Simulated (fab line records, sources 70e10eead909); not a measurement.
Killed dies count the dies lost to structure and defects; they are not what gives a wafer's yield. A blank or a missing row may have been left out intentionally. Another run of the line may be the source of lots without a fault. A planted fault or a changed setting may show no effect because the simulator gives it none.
fab line records -- flow nandHarc
record: lots: 14, wafers: 42, lastDay: 24
route steps=1159 shown P_CONTACT@236 P_M0@261
lots untouched by any fault: they come from a run of this same line in which no faults occurred
startH: hours from the record's opening day to when the first of the lot's shown wafers began -- waitH: time in hours since the lot's previous step -- " as in the row above -- L1.1+2: one row covering several wafers at once -- - no value, or no start given -- * or withheld: withheld -- < > ~ a bound
route shown NAME@n: NAME is a module with steps in the file, n the number in the route of the first one -- usual: mean/standard deviation taken from wafers without a fault -- same: alike in all rows -- chamber/n: place in a boat -- sites: each site's reading -- _std_site: their standard deviation -- _edge_site: mean of outer sites minus mean of inner sites -- radiusMm: for every site, how far away it sits from the centre of the wafer -- mask NAME#n: copy n -- behind: the last tool/chamber to shape the wafer -- hold: the reason the lot was held/the length of the hold in hours/how it ended -- device: which transistor (n, p or np) failed to switch -- end of line: the tests these same wafers got at the end of their route -- a step given without rows: its recipe and nothing more -- killed: not the wafer's yield, but the dies lost to structure and defects at the first sort -- map: shows each die of a wafer: x if killed, . if not, _ if none is there
set.NAME: the setting as run; set.NAME@STEP: as run at that earlier step -- model.NAME: the simulator's own value behind a step, which no gauge read
route steps across a sampled set of lots; one table per step, one row per wafer
services: the hour from which a tool's chamber was out of use, counted from the record's first day as startH (under 0 if before that day), plus the number of hours and why
== steps ==
step: NHARC_P_CONTACT_ETCH_35
recipe: targetDepthA: 390, overEtchFrac: 0.3, timeS: 65, ionEnergyEv: 80, cf4FlowSccm: 150, arFlowSccm: 0, rfW: 300, biasW: 100, chemistry: CF4
usual: drypumpMotorCurrentA: 5.8/0.59, oesProductAu: 1.005/0.01, rfVppV: 151.1/1.4, showerheadPlenumPTorr: 1.76/0.076, throttleValvePct: 13.284/0.0088
same: timeS: 65
lot.wafer,tool,chamber,startH,waitH,drypumpMotorCurrentA,oesProductAu,rfHoursCounterH,rfVppV,showerheadPlenumPTorr,throttleValvePct
L483.4,rieDiel-12,2,110.03,0.1,4.8,0.997,9,151.8,1.85,13.272
L483.1,rieDiel-12,3,110.03,0.1,5.4,1.012,8,149.8,1.67,13.287
L483.6,rieDiel-12,1,110.03,0.1,6.4,1.015,-,151.3,1.73,13.279
L482.2,rieDiel-12,2,111.68,0.1,4.8,0.987,9,152.9,1.85,13.287
L482.4,rieDiel-12,3,111.68,0.1,5.4,1.020,8,148.2,1.67,13.286
L482.1,rieDiel-12,0,111.68,0.1,6.7,1.000,7,149.4,1.68,13.291
L486.4,rieDiel-02,3,130.50,0.1,5.7,0.989,13,152.0,1.85,13.276
L486.2,rieDiel-02,2,130.50,0.1,5.8,0.991,13,152.0,1.79,13.284
L486.6,rieDiel-02,3,130.50,0.1,5.7,0.987,-,152.3,1.85,13.281
L484.4,rieDiel-12,3,134.78,0.1,5.4,1.015,11,149.7,1.67,13.281
L484.1,rieDiel-12,0,134.78,0.1,6.7,1.011,10,149.3,1.68,13.280
L484.6,rieDiel-12,3,134.78,0.1,5.4,1.027,-,149.4,1.67,13.285
L488.4,rieDiel-02,3,139.87,0.1,5.7,0.999,14,152.3,1.85,13.279
L488.3,rieDiel-02,1,139.87,0.1,5.9,1.002,14,152.3,1.84,13.288
L488.6,rieDiel-02,3,139.87,0.1,5.7,1.000,-,152.5,1.85,13.285
L487.3,rieDiel-02,2,141.00,0.1,5.8,0.995,14,151.6,1.78,13.268
L487.4,rieDiel-02,3,141.00,0.1,5.7,0.996,14,152.3,1.85,13.277
L487.5,rieDiel-02,2,141.00,0.1,5.8,1.006,-,150.4,1.78,13.289
L489.1,rieDiel-12,2,156.18,0.1,4.8,1.022,15,153.2,1.85,13.282
L489.4,rieDiel-12,3,156.18,0.1,5.4,1.012,14,149.8,1.67,13.283
L489.5,rieDiel-12,1,156.18,0.1,6.4,1.008,-,149.6,1.73,13.286
L491.4,rieDiel-12,1,159.58,0.1,6.4,1.022,12,150.7,1.73,13.281
L491.3,rieDiel-12,2,159.58,0.1,4.8,1.002,15,152.4,1.85,13.298
L491.5,rieDiel-12,1,159.58,0.1,6.4,1.020,-,150.7,1.73,13.272
L494.2,rieDiel-12,0,188.07,0.1,6.7,1.014,17,150.9,1.68,13.280
L494.6,rieDiel-12,3,188.07,0.1,5.4,1.013,-,149.9,1.67,13.283
L494.5,rieDiel-12,0,188.07,0.1,6.7,1.011,-,150.3,1.68,13.295
L497.1,rieDiel-07,1,205.22,0.1,5.8,1.016,47,149.9,1.68,13.294
L497.4,rieDiel-07,2,205.22,0.1,5.7,0.986,51,152.8,1.85,13.286
L497.5,rieDiel-07,1,205.22,0.1,5.7,1.004,-,150.4,1.68,13.296
L501.3,rieDiel-12,2,217.87,0.1,4.8,1.010,0,151.6,1.85,13.286
L501.5,rieDiel-12,1,217.87,0.1,6.4,1.013,-,152.1,1.73,13.288
L501.6,rieDiel-12,2,217.87,0.1,4.8,1.014,-,151.6,1.85,13.285
L503.3,rieDiel-02,1,233.57,0.1,5.8,0.979,7,152.3,1.84,13.277
L503.4,rieDiel-02,3,233.57,0.1,5.7,0.998,7,151.0,1.85,13.277
L503.6,rieDiel-02,1,233.57,0.1,5.9,0.987,-,151.2,1.84,13.294
L504.3,rieDiel-12,2,239.81,0.1,4.8,1.000,3,151.1,1.84,13.288
L504.4,rieDiel-12,3,239.81,0.1,5.4,1.019,3,150.0,1.67,13.278
L504.5,rieDiel-12,0,239.81,0.1,6.7,0.999,-,148.2,1.68,13.276
L505.3,rieDiel-12,0,249.04,0.1,6.7,1.004,5,150.7,1.68,13.297
L505.5,rieDiel-12,1,249.04,0.1,6.4,1.016,-,149.4,1.73,13.299
L505.6,rieDiel-12,2,249.04,0.1,4.8,1.010,-,151.8,1.84,13.283
step: NHARC_P_CONTACT_CMP_24
recipe: tOverpolishS: 30, targetThkNm: 200
usual: motorCurrentA: 12.5/1.3, overpolishRunS: 30.001/0.0089, timeToEndpointS: 38.3/2.4
lot.wafer,tool,chamber,startH,waitH,motorCurrentA,overpolishRunS,timeToEndpointS
L483.4,cmp-02,3,117.85,0.3,10.1,29.996,38.2
L483.1,cmp-02,2,117.85,0.3,11.9,29.987,39.5
L483.6,cmp-02,0,117.85,0.3,12.8,30.013,38.0
L482.2,cmp-04,2,118.43,0.5,14.5,29.991,36.7
L482.4,cmp-04,3,118.43,0.5,14.2,30.015,39.3
L482.1,cmp-04,0,118.43,0.5,11.7,29.988,36.9
L486.2,cmp-04,0,136.30,0.5,12.1,30.011,34.9
L486.4,cmp-04,2,136.30,0.5,14.2,29.994,35.6
L486.6,cmp-04,1,136.30,0.5,11.5,30.006,39.2
L484.4,cmp-01,3,139.94,0.3,13.5,30.017,37.9
L484.1,cmp-01,0,139.94,0.3,11.0,30.000,37.3
L484.6,cmp-01,0,139.94,0.3,10.9,30.007,39.0
L488.3,cmp-04,1,142.91,0.3,11.3,30.003,37.7
L488.4,cmp-04,0,142.91,0.3,11.6,29.992,36.0
L488.6,cmp-04,2,142.91,0.3,14.6,30.007,33.7
L487.3,cmp-04,1,143.75,0.3,11.5,30.009,39.2
L487.4,cmp-04,2,143.75,0.3,13.8,30.000,32.7
L487.5,cmp-04,0,143.75,0.3,12.5,30.010,34.5
L489.4,cmp-04,3,160.44,0.3,13.1,29.997,39.2
L489.1,cmp-04,0,160.44,0.3,12.0,30.016,33.9
L489.5,cmp-04,2,160.44,0.3,14.4,30.020,32.6
L491.3,cmp-01,1,162.22,0.3,13.1,29.994,39.4
L491.4,cmp-01,0,162.22,0.3,10.4,29.997,34.4
L491.5,cmp-01,2,162.22,0.3,12.1,30.007,39.1
L494.2,cmp-01,2,194.32,0.5,12.6,30.002,40.3
L494.5,cmp-01,2,194.32,0.5,12.3,30.014,39.9
L494.6,cmp-01,3,194.32,0.5,12.8,29.989,37.6
L497.4,cmp-04,0,213.15,0.3,13.0,29.999,38.4
L497.1,cmp-04,1,213.15,0.3,11.2,29.994,38.7
L497.5,cmp-04,2,213.15,0.3,13.6,30.004,36.2
L501.3,cmp-01,3,220.50,0.4,13.6,30.005,39.6
L501.6,cmp-01,2,220.50,0.4,12.7,29.995,41.7
L501.5,cmp-01,3,220.50,0.4,13.7,30.007,39.4
L503.3,cmp-01,0,237.85,0.4,10.5,30.008,38.0
L503.4,cmp-01,2,237.85,0.4,12.7,29.995,39.4
L503.6,cmp-01,1,237.85,0.4,13.5,30.012,42.2
L504.4,cmp-04,2,245.94,0.4,14.7,29.976,34.4
L504.3,cmp-04,0,245.94,0.4,12.4,30.004,37.3
L504.5,cmp-04,3,245.94,0.4,13.6,30.005,39.2
L505.3,cmp-01,0,254.10,0.4,10.9,30.011,34.6
L505.6,cmp-01,1,254.10,0.4,13.5,29.999,41.8
L505.5,cmp-01,2,254.10,0.4,12.8,30.005,40.5
step: NHARC_P_M0_PEB_07
recipe: pebTempC: 100, pebTimeS: 65
usual: heaterPowerTotalW: 156.6/0.43, plateTempC: 100.02/0.16
lot.wafer,tool,chamber,startH,waitH,heaterPowerTotalW,plateTempC
L483.1,lithoTrack-01,0,119.32,0.1,157.1,99.95
L483.4,lithoTrack-01,0,119.32,0.1,156.1,100.10
L483.6,lithoTrack-01,0,119.32,0.1,156.6,99.97
L482.1,lithoTrack-04,0,119.92,0.1,156.1,99.93
L482.2,lithoTrack-04,0,119.92,0.1,157.1,99.96
L482.4,lithoTrack-04,0,119.92,0.1,156.0,100.24
L486.2,lithoTrack-01,0,137.53,0.1,155.9,100.08
L486.4,lithoTrack-01,0,137.53,0.1,156.2,100.18
L486.6,lithoTrack-01,0,137.53,0.1,157.2,99.88
L484.1,lithoTrack-01,0,141.18,0.1,156.3,99.98
L484.4,lithoTrack-01,0,141.18,0.1,157.0,100.25
L484.6,lithoTrack-01,0,141.18,0.1,156.1,100.13
L488.3,lithoTrack-06,0,144.14,0.1,156.0,100.36
L488.4,lithoTrack-06,0,144.14,0.1,156.3,100.35
L488.6,lithoTrack-06,0,144.14,0.1,156.4,100.33
L487.3,lithoTrack-01,0,144.93,0.0,157.0,100.02
L487.4,lithoTrack-01,0,144.93,0.0,156.5,99.96
L487.5,lithoTrack-01,0,144.93,0.0,156.4,99.86
L489.1,lithoTrack-06,0,161.61,0.1,152.0,98.05
L489.4,lithoTrack-06,0,161.61,0.1,153.0,98.05
L489.5,lithoTrack-06,0,161.61,0.1,152.9,98.24
L491.3,lithoTrack-06,0,163.45,0.0,152.3,98.21
L491.4,lithoTrack-06,0,163.45,0.0,152.9,98.26
L491.5,lithoTrack-06,0,163.45,0.0,153.1,98.19
L494.2,lithoTrack-01,0,195.69,0.1,156.2,100.08
L494.5,lithoTrack-01,0,195.69,0.1,156.0,100.05
L494.6,lithoTrack-01,0,195.69,0.1,156.0,100.08
L497.1,lithoTrack-01,0,214.35,0.1,157.1,100.10
L497.4,lithoTrack-01,0,214.35,0.1,156.0,100.00
L497.5,lithoTrack-01,0,214.35,0.1,157.2,100.16
L501.3,lithoTrack-04,0,221.69,0.0,156.5,99.87
L501.5,lithoTrack-04,0,221.69,0.0,157.1,99.88
L501.6,lithoTrack-04,0,221.69,0.0,157.1,99.97
L503.3,lithoTrack-06,0,239.11,0.0,157.1,100.07
L503.4,lithoTrack-06,0,239.11,0.0,155.9,100.15
L503.6,lithoTrack-06,0,239.11,0.0,157.1,100.00
L504.3,lithoTrack-06,0,247.18,0.0,157.0,99.81
L504.4,lithoTrack-06,0,247.18,0.0,156.6,99.95
L504.5,lithoTrack-06,0,247.18,0.0,156.9,99.79
L505.3,lithoTrack-01,0,255.15,0.0,156.5,99.86
L505.5,lithoTrack-01,0,255.15,0.0,157.1,99.93
L505.6,lithoTrack-01,0,255.15,0.0,157.0,100.02
step: NHARC_P_M0_ETCH_15
recipe: targetDepthA: 1500, overetchA: 150, timeS: 82.5, c4f8FlowSccm: withheld, arFlowSccm: 400, rfW: 600, biasW: 300, chemistry: C4F8/Ar
usual: oesProductAu: 0.957/0.023, rfVppV: 440.1/2.5
same: timeS: 82.5
lot.wafer,tool,chamber,startH,waitH,oesProductAu,rfHoursCounterH,rfVppV
L483.1,rieDiel-10,0,-,-,0.968,9,440.8
L483.6,rieDiel-10,2,-,-,0.965,-,440.7
L483.4,rieDiel-10,1,-,-,0.964,-,444.0
L482.1,rieDiel-10,2,-,-,0.921,8,441.2
L482.2,rieDiel-10,0,-,-,0.922,9,440.8
L482.4,rieDiel-10,0,-,-,0.923,-,440.9
L486.4,rieDiel-10,0,-,-,0.930,10,441.0
L486.2,rieDiel-10,1,-,-,0.932,9,443.6
L486.6,rieDiel-10,3,-,-,0.918,-,442.0
L484.1,rieDiel-03,1,-,-,0.973,7,436.1
L484.6,rieDiel-03,3,-,-,0.969,-,439.0
L484.4,rieDiel-03,0,-,-,0.948,-,441.2
L488.3,rieDiel-03,1,-,-,0.962,7,437.4
L488.4,rieDiel-03,3,-,-,0.969,-,437.8
L488.6,rieDiel-03,0,-,-,0.947,-,440.5
L487.4,rieDiel-10,1,-,-,0.933,10,443.1
L487.3,rieDiel-10,0,-,-,0.930,11,440.2
L487.5,rieDiel-10,2,-,-,0.938,-,442.9
L489.1,rieDiel-05,0,-,-,0.972,11,444.3
L489.4,rieDiel-05,1,-,-,0.981,13,439.8
L489.5,rieDiel-05,3,-,-,0.977,-,436.9
L491.4,rieDiel-10,3,-,-,0.933,10,440.1
L491.3,rieDiel-10,1,-,-,0.925,12,444.0
L491.5,rieDiel-10,2,-,-,0.935,-,441.3
L494.2,rieDiel-05,1,-,-,0.974,1,439.2
L494.6,rieDiel-05,2,-,-,0.968,-,439.4
L494.5,rieDiel-05,3,-,-,0.957,-,437.0
L497.1,rieDiel-05,0,-,-,0.984,2,443.7
L497.4,rieDiel-05,1,-,-,0.958,2,440.4
L497.5,rieDiel-05,2,-,-,0.963,-,437.8
L501.3,rieDiel-10,2,-,-,0.962,4,441.3
L501.5,rieDiel-10,3,-,-,0.956,-,443.2
L501.6,rieDiel-10,0,-,-,0.991,-,441.4
L503.4,rieDiel-10,0,-,-,0.997,6,442.4
L503.3,rieDiel-10,2,-,-,0.945,6,442.2
L503.6,rieDiel-10,0,-,-,0.991,-,440.3
L504.3,rieDiel-03,0,-,-,0.978,1,442.3
L504.4,rieDiel-03,1,-,-,0.982,1,436.1
L504.5,rieDiel-03,2,-,-,0.959,-,437.4
L505.3,rieDiel-05,2,-,-,0.979,5,438.2
L505.5,rieDiel-05,2,-,-,0.986,-,438.5
L505.6,rieDiel-05,3,-,-,0.961,-,436.5
== services ==
tool,chamber,startH,hours,kind
cmp-01,-,86.07,0.6,repair
lithoTrack-01,-,93.00,7.0,pm
rieDiel-03,2,101.53,1.2,repair
rieDiel-10,3,104.03,17.4,repair
cmp-04,-,105.08,4.0,pm
lithoTrack-06,-,117.00,7.0,pm
rieDiel-03,2,122.87,23.3,repair
rieDiel-10,0,147.71,6.0,repair
rieDiel-12,2,148.79,1.5,repair
rieDiel-02,-,150.70,9.0,pm
rieDiel-05,-,163.60,9.0,pm
rieDiel-10,-,176.50,9.0,pm
cmp-01,-,179.75,4.0,pm
rieDiel-03,0,184.59,5.1,repair
rieDiel-12,3,184.69,3.1,repair
rieDiel-05,0,188.23,3.9,repair
rieDiel-12,-,202.40,9.0,pm
cmp-04,-,203.08,4.0,pm
rieDiel-03,-,215.30,9.0,pm
rieDiel-02,-,215.47,0.5,repair
cmp-04,-,222.12,1.5,repair
cmp-01,-,238.03,2.6,repair
rieDiel-02,2,245.83,1.2,repair
rieDiel-02,1,248.31,1.5,repair
== key ==
firstSign: step: NHARC_P_M0_PEB_07, reading: plateTempC, direction: down, sigmas: 12, usual: *, struck: *
effect: step: NHARC_P_M0_PEB_07, reading: heaterPowerTotalW, direction: down, sigmas: 8.9, usual: *, struck: *
metAt NHARC_P_M0_PEB_07
struckLots L489,L491
sortLeftOut L489.1,L489.4,L489.5,L491.3,L491.4,L491.5
notActingAt NHARC_P_CONTACT_ETCH_35,NHARC_P_CONTACT_CMP_24,NHARC_P_M0_ETCH_15
onsetBetween 144.14 161.61
fault: kind: processParameterDrift, tool: lithoTrack-06, chamber: -, onsetH: 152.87, steps: NHARC_P_M0_PEB_07, channel: pebTempC, offset: *, shape: step, endH: 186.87, actsIn: *, stated: *
sortLeftOut: the simulated sort isn't trusted on such a fault, so these wafers' sort isn't shown, and their yield isn't known
